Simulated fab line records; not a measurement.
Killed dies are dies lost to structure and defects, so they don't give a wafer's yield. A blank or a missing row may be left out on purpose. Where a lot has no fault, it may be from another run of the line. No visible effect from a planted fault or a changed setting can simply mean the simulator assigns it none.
A lot that was struck, set against a sound lot || flow nand harc || 24 out of 1159 route steps
Sound: the wafers L704.2, L704.4, L704.5. The struck wafers were L713.3, L713.4, L713.5. At the end, the cause is stated.
Each step with rows lists, per side, the tool, then ch with its chambers, then its first start. Under that, the readings that differ: sound wafers || struck wafers || difference of the means || sigmas: that difference in standard deviations of wafers without a fault.
alike: same words and numbers on both sides, and readings whose means sit less than 2 such deviations apart. not compared: any withheld reading, any reading some wafer has no value for, any bound like >300 that may hide the same value, and any number with overlapping values for which the record gives no deviation.
A row with sigmas, a row that says differs or no value, or rows on one side alone: a step with any of these is where the two part. When numbers do not overlap yet have no deviation, they are printed without sigmas and do not part them. Lack of a reading on every wafer of one side parts them only where that side has two or more wafers.

NHARC_P_M1_INSPECT_27:
  sound: defect inspect-02 at day 6 02:56; struck: defect inspect-02 at day 8 19:05
  alike: raw defect count
NHARC_P_M1_PRE_CLEAN_32: time 12 s.
  sound on pecvd-02 ch 0,1, day 6 03:02; struck on pecvd-02 ch 0,1, day 8 19:10
  alike: heater power w, rf fwd power W
NHARC_P_M1_DEP_33: deposits SiCN, target thk 30 nm.
  sound on pecvd-02 ch 0,1, day 6 03:10; struck on pecvd-02 ch 0,1, day 8 19:14
  alike: heater power w, rf fwd power W
then, 8 steps without rows for these wafers: NHARC_P_M2_DEP_00 (deposits SiOC, target thk 182.5 nm); NHARC_P_M2_DEHYDRATE_01 (time 120 s); NHARC_P_M2_HMDS_02 (time 30 s); NHARC_P_M2_COAT_34 (time 65 s); NHARC_P_M2_COAT_03 (resist thk 90 nm); NHARC_P_M2_SOFTBAKE_04 (time 55 s); NHARC_P_M2_EBR_05; NHARC_P_M2_EXPOSE_06 (exposes mask P M2, target cd 170 nm).
NHARC_P_M2_PEB_07: peb time 65 s.
  sound on litho track-04 ch 0, day 6 04:14; struck on litho track-04 ch 0, day 8 20:17
{"reading": "heater power total W (W)", "sound": "157.1 156.3 156.6", "struck": "167.0 167.8 167.5", "difference": "+10.8", "sigmas": "+27"}
then, 1 step without rows for these wafers: NHARC_P_M2_DEVELOP_08 (develop time 35 s).
NHARC_P_M2_CD_MEAS_09: target cd 170 nm.
  sound on cd sem-03 ch 0, day 6 04:19; struck on cd sem-02 ch 0
{"reading": "cd nm (nm)", "sound": "170.6 170.7 170.3", "struck": "166.2 166.1 166.1", "difference": -4.4, "sigmas": -6}
  not compared: hold
NHARC_P_M2_OVL_MEAS_10: pitch 340 nm.
  sound: overlay-01 at day 6 04:24; struck: overlay-01 at day 9 00:28
{"reading": "hold", "sound": "- - -", "struck": "await dispo/3.8h/release await dispo/3.8h/release await dispo/3.8h/release", "difference": "no value on the sound wafers", "sigmas": ""}
  alike: overlay x nm, overlay y nm
NHARC_P_M2_INSPECT_11:
  sound: defect inspect-02 at day 6 04:26; struck: defect inspect-02 at day 9 00:31
  alike: raw defect count
NHARC_P_M2_DESCUM_14: chemistry O2, time 3 s.
  sound on rie diel-02 ch 0,1, day 6 04:30; struck on rie diel-05 ch 2,3, day 9 00:35
{"reading": "model.P_M2.cd nm (nm)", "sound": "170.3 170.1 170", "struck": "165.4 166.3 165.8", "difference": -4.3, "sigmas": ""}
  alike: chamber pressure mTorr, drypump motor current A, oes product au, rf vpp V, showerhead plenum p Torr, throttle valve pct
  not compared: rf hours counter h
NHARC_P_M2_ETCH_35: etches the open film in N2/H2, target depth 40 nm, overetch 12 nm, time 43.94 s.
  sound on rie diel-02 ch 1,2,3, day 6 04:35; struck on rie diel-05 ch 0,1,3, day 9 00:40
  alike: chamber pressure mTorr, drypump motor current A, oes product au, rf fwd power W, rf vpp V, showerhead plenum p Torr, throttle valve pct
  not compared: rf hours counter h
NHARC_P_M2_ETCH_15: etches the open film in C4F8/Ar, target depth 182.5 nm, time 91.2 s.
  sound: rie diel-02 ch 1,2,3; struck: rie diel-05 ch 0,3
{"reading": "oes product au (a.u.)", "sound": "0.918 0.921 0.935", "struck": "0.986 0.979 0.974", "difference": "+0.055", "sigmas": "+2"}
  alike: chamber pressure mTorr, rf fwd power W, rf vpp V
  not compared: rf hours counter h
NHARC_P_M2_CD_MEAS_16:
  sound: cd sem-02 at day 6 04:49; struck: cd sem-02 at day 9 01:04
{"reading": "cd nm (nm)", "sound": "169.9 169.7 169.6", "struck": "165.4 166.4 165.9", "difference": -3.8, "sigmas": -4}
  not compared: hold
NHARC_P_M2_STRIP_18: strips in N2/H2.
  sound on rie diel-05 ch 0,1,3, day 6 04:55; struck on rie diel-05 ch 2,3, day 9 01:49
{"reading": "hold", "sound": "- - -", "struck": "await dispo/0.7h/release await dispo/0.7h/release await dispo/0.7h/release", "difference": "no value on the sound wafers", "sigmas": ""}
  alike: chamber pressure mTorr, drypump motor current A, oes product au, rf fwd power W, rf vpp V, showerhead plenum p Torr, throttle valve pct
  not compared: rf hours counter h
NHARC_P_M2_ETCH_28: etches the open film in CF4/N2, target depth 30 nm, time 72.99 s.
  sound: rie diel-05 ch 0,2,3; struck: rie diel-05 ch 0,1,3
{"reading": "model.P_M2.cd nm (nm)", "sound": "170 169.2 169.5", "struck": "165.5 167.6 166.4", "difference": -3.1, "sigmas": ""}
  alike: chamber pressure mTorr, drypump motor current A, oes product au, rf fwd power W, rf vpp V, showerhead plenum p Torr, throttle valve pct
  not compared: rf hours counter h
then, 1 step without rows for these wafers: NHARC_P_M2_STRIP_19 (strips in post etch residue remover, time 600 s).
-- jump in the record: it breaks off in module P_M2 and resumes in module END (first step shown: number 1159 of the route), and 12 days separate the struck wafers' starts before and after --
NHARC_END_SORT_01:
  sound on prober-02 ch 0, day 19 13:23; struck on prober-01 ch 0, day 21 12:54
  alike: defect limited yield, killed at array, killed at other, killed at periphery, killed dies, killed open, killed short, sort_bin_2_pct, sort_bin_3_pct, sort_bin_4_pct, sort n pass, sort rim yield pct, sort yield pct
  not compared: hold

WHERE THEY PART
At NHARC_P_M2_PEB_07 first; at NHARC_P_M2_STRIP_18 last (within this record only). Later steps at which nothing parts them and some readings are alike: NHARC_P_M2_ETCH_28, NHARC_END_SORT_01.

WHY: what had been put in by the simulator
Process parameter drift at NHARC_P_M2_PEB_07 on litho track-04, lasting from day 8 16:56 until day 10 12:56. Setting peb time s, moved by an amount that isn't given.
